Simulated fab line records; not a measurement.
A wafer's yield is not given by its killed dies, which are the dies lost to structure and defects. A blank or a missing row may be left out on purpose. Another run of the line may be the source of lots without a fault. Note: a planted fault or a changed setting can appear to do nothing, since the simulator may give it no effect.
Which of the tools did it? | flow nand_harc | 12 lots, 36 wafers sampled, at 4 steps of a route of 1159

## WHAT EACH GAUGE READ, for each wafer
Not one reading of a measure or inspect step in the record can be checked against a usual standard deviation.

## WHAT TOOL EACH LOT RAN ON (gives the tool, then ch and the chambers of the sampled wafers, and finally the start)
lot  | NHARC_A_CONTACT_ETCH_76                       | NHARC_A_CONTACT_ETCH_77            | NHARC_A_CONTACT_ETCH_128             | NHARC_A_CONTACT_ETCH_131
L421 | rie_diel-02 ch 0,2,3, day 17 02:50 or earlier | rie_diel-02 ch 0,1,3, day 17 02:50 | har_cap_etch-02 ch 0,1, day 17 04:16 | har_cap_etch-02 ch 0,1, day 17 04:50
L422 | rie_diel-01 ch 0,3, day 17 07:32 or earlier   | rie_diel-01 ch 2,3, day 17 07:32   | har_cap_etch-02 ch 0,1, day 17 09:04 | har_cap_etch-02 ch 0,1, day 17 09:38
L425 | rie_diel-01 ch 0,2,3, day 17 17:10 or earlier | rie_diel-01 ch 0,2,3, day 17 17:10 | har_cap_etch-02 ch 0,1, day 17 18:25 | har_cap_etch-02 ch 0,1, day 17 18:50
L432 | rie_diel-01 ch 0,2,3, day 19 16:10 or earlier | rie_diel-01 ch 0,1,2, day 19 16:10 | har_cap_etch-03 ch 0, day 19 17:22   | har_cap_etch-03 ch 0, day 19 17:48
L435 | rie_diel-02 ch 0,1,2, day 19 19:43 or earlier | rie_diel-02 ch 0,1,2, day 19 19:43 | har_cap_etch-01 ch 0,1, day 19 21:14 | har_cap_etch-01 ch 0,1, day 19 21:40
L436 | rie_diel-02 ch 0,1, day 20 07:27 or earlier   | rie_diel-02 ch 1,2, day 20 07:27   | har_cap_etch-01 ch 0,1, day 20 08:43 | har_cap_etch-01 ch 0,1, day 20 09:08
L441 | rie_diel-02 ch 0,1,2, day 20 22:34 or earlier | rie_diel-02 ch 0,1,3, day 20 22:34 | har_cap_etch-01 ch 0,1, day 21 00:00 | har_cap_etch-01 ch 0,1, day 21 00:34
L437 | rie_diel-02 ch 0,3, day 21 01:24 or earlier   | rie_diel-02 ch 0,2,3, day 21 01:24 | har_cap_etch-02 ch 0,1, day 21 02:41 | har_cap_etch-02 ch 0,1, day 21 03:06
L442 | rie_diel-02 ch 2,3, day 21 05:14 or earlier   | rie_diel-02 ch 1,2,3, day 21 05:14 | har_cap_etch-02 ch 0,1, day 21 06:28 | har_cap_etch-02 ch 0,1, day 21 06:54
L438 | rie_diel-12 ch 1,2,3, day 21 13:04 or earlier | rie_diel-12 ch 0,3, day 21 13:04   | har_cap_etch-02 ch 0,1, day 21 14:22 | har_cap_etch-02 ch 0,1, day 21 14:47
L440 | rie_diel-02 ch 0,2, day 21 13:24 or earlier   | rie_diel-02 ch 0,1,2, day 21 13:24 | har_cap_etch-03 ch 0,1, day 21 14:55 | har_cap_etch-03 ch 0,1, day 21 15:29
L443 | rie_diel-02 ch 1,2,3, day 21 18:34 or earlier | rie_diel-02 ch 0,1,3, day 21 18:34 | har_cap_etch-02 ch 0,1, day 21 19:49 | har_cap_etch-02 ch 0,1, day 21 20:14
- NHARC_A_CONTACT_ETCH_76: etches the open film in N2/H2, target depth 260 nm, time 475.3 s.
- NHARC_A_CONTACT_ETCH_77: etches the open film in CF4/CHF3, target depth 72.6 nm, time 36.3 s.
- NHARC_A_CONTACT_ETCH_128: etches the open film in C4F8/O2/Ar, time 155 s, target depth 956 nm.
- NHARC_A_CONTACT_ETCH_131: etches the open film in C4F8/O2/Ar, time 155 s, target depth 956 nm.

## AS READ BY THE TOOLS THEMSELVES (means over the sampled wafers that have a number; for cases with no such wafer, the mark the record gives instead)
NHARC_A_CONTACT_ETCH_76. Usual: drypump_motor_current_A 5.99 A, standard deviation 0.2; oes_product_au 0.999 a.u., standard deviation 0.0079; rf_vpp_V 429.8 V, standard deviation 2.7; run_length_s 496.5 s, standard deviation 0.44; showerhead_plenum_p_Torr 2.02 Torr, standard deviation 0.092; throttle_valve_pct 14.170 %, standard deviation 0.0092.
lot  | tool        | drypump_motor_current_A (A) | oes_product_au (a.u.) | rf_vpp_V (V) | run_length_s (s) | showerhead_plenum_p_Torr (Torr) | throttle_valve_pct (%) | flag
L421 | rie_diel-02 | 6.06                        | 1.004                 | 428.4        | 496.3            | 1.98                            | 14.175                 |
L422 | rie_diel-01 | 5.68                        | 1.005                 | 429.3        | 496.5            | 1.99                            | 14.172                 |
L425 | rie_diel-01 | 5.67                        | 1.001                 | 428.8        | 496.6            | 1.99                            | 14.174                 |
L432 | rie_diel-01 | 5.68                        | 0.998                 | 428.6        | 496.4            | 1.98                            | 14.170                 |
L435 | rie_diel-02 | 6.10                        | 1.003                 | 430.0        | 496.5            | 2.04                            | 14.173                 |
L436 | rie_diel-02 | 6.10                        | 1.002                 | 431.1        | 496.7            | 2.05                            | 14.162                 |
L441 | rie_diel-02 | 6.11                        | 1.000                 | 430.7        | 496.6            | 2.04                            | 14.171                 |
L437 | rie_diel-02 | 6.03                        | 0.994                 | 429.0        | 496.5            | 1.97                            | 14.159                 |
L442 | rie_diel-02 | 6.05                        | 1.001                 | 428.3        | 496.3            | 1.96                            | 14.165                 |
L438 | rie_diel-12 | 5.86                        | 0.993                 | 429.0        | 496.6            | 2.00                            | 14.164                 |
L440 | rie_diel-02 | 6.07                        | 1.007                 | 429.1        | 496.3            | 1.97                            | 14.183                 |
L443 | rie_diel-02 | 6.11                        | 1.003                 | 430.1        | 496.4            | 2.02                            | 14.169                 |

NHARC_A_CONTACT_ETCH_77. Usual: drypump_motor_current_A 5.99 A, standard deviation 0.19; oes_product_au 0.935 a.u., standard deviation 0.018; rf_vpp_V 370.0 V, standard deviation 2.3; run_length_s 57.4 s, standard deviation 0.43; showerhead_plenum_p_Torr 1.56 Torr, standard deviation 0.064; throttle_valve_pct 16.802 %, standard deviation 0.0091.
lot  | tool        | drypump_motor_current_A (A) | oes_product_au (a.u.) | rf_vpp_V (V) | run_length_s (s) | showerhead_plenum_p_Torr (Torr) | throttle_valve_pct (%) | flag
L421 | rie_diel-02 | 6.10                        | 0.929                 | 370.3        | 57.6             | 1.58                            | 16.803                 |
L422 | rie_diel-01 | 5.66                        | 0.919                 | 370.0        | 57.4             | 1.55                            | 16.810                 |
L425 | rie_diel-01 | 5.67                        | 0.966                 | 369.8        | 57.6             | 1.54                            | 16.803                 |
L432 | rie_diel-01 | 5.83                        | 0.929                 | 369.4        | 55.6             | 1.52                            | 16.810                 | OFF
L435 | rie_diel-02 | 6.11                        | 0.937                 | 370.6        | 57.6             | 1.57                            | 16.805                 |
L436 | rie_diel-02 | 6.11                        | 0.931                 | 369.6        | 57.4             | 1.56                            | 16.802                 |
L441 | rie_diel-02 | 6.07                        | 0.927                 | 370.8        | 57.5             | 1.57                            | 16.803                 |
L437 | rie_diel-02 | 6.01                        | 0.925                 | 368.8        | 57.3             | 1.53                            | 16.793                 |
L442 | rie_diel-02 | 6.10                        | 0.917                 | 369.7        | 57.8             | 1.56                            | 16.797                 |
L438 | rie_diel-12 | 6.16                        | 0.929                 | 371.4        | 57.6             | 1.60                            | 16.801                 |
L440 | rie_diel-02 | 6.11                        | 0.932                 | 370.3        | 57.6             | 1.57                            | 16.805                 |
L443 | rie_diel-02 | 6.08                        | 0.944                 | 369.1        | 57.4             | 1.57                            | 16.793                 |

## THE ANSWER, worked out from the rows above alone
Rule: a lot is off if the mean of its wafers that have a number lies more than 3 standard deviations from the usual mean. Also off: a lot with no number at a reading for which 4 or more lots have one. All remaining lots with rows at the step are treated as sound. After the gauges, taken in route order, come the tools' own readings; for these a lot's mean is taken, as printed above. At the first step where some lot is off, the reading lying furthest off is the one used; lots without a number count as furthest.
Off: L432, at NHARC_A_CONTACT_ETCH_77 (run_length_s).
If a tool, at that step or one of the process steps before it, ran each lot that is off and ran no sound lot following the first of them, it fits. With no start given for some of its lots, NHARC_A_CONTACT_ETCH_76 uses the hours and lot order of NHARC_A_CONTACT_ETCH_77. One candidate fits, namely rie_diel-01 at NHARC_A_CONTACT_ETCH_76 and NHARC_A_CONTACT_ETCH_77. At NHARC_A_CONTACT_ETCH_76 its last sound lot is L425 (day 17 17:10), its first lot that is off L432 (day 19 16:10): a fault that began between those two fits.

## WHAT THE SIMULATOR PUT IN
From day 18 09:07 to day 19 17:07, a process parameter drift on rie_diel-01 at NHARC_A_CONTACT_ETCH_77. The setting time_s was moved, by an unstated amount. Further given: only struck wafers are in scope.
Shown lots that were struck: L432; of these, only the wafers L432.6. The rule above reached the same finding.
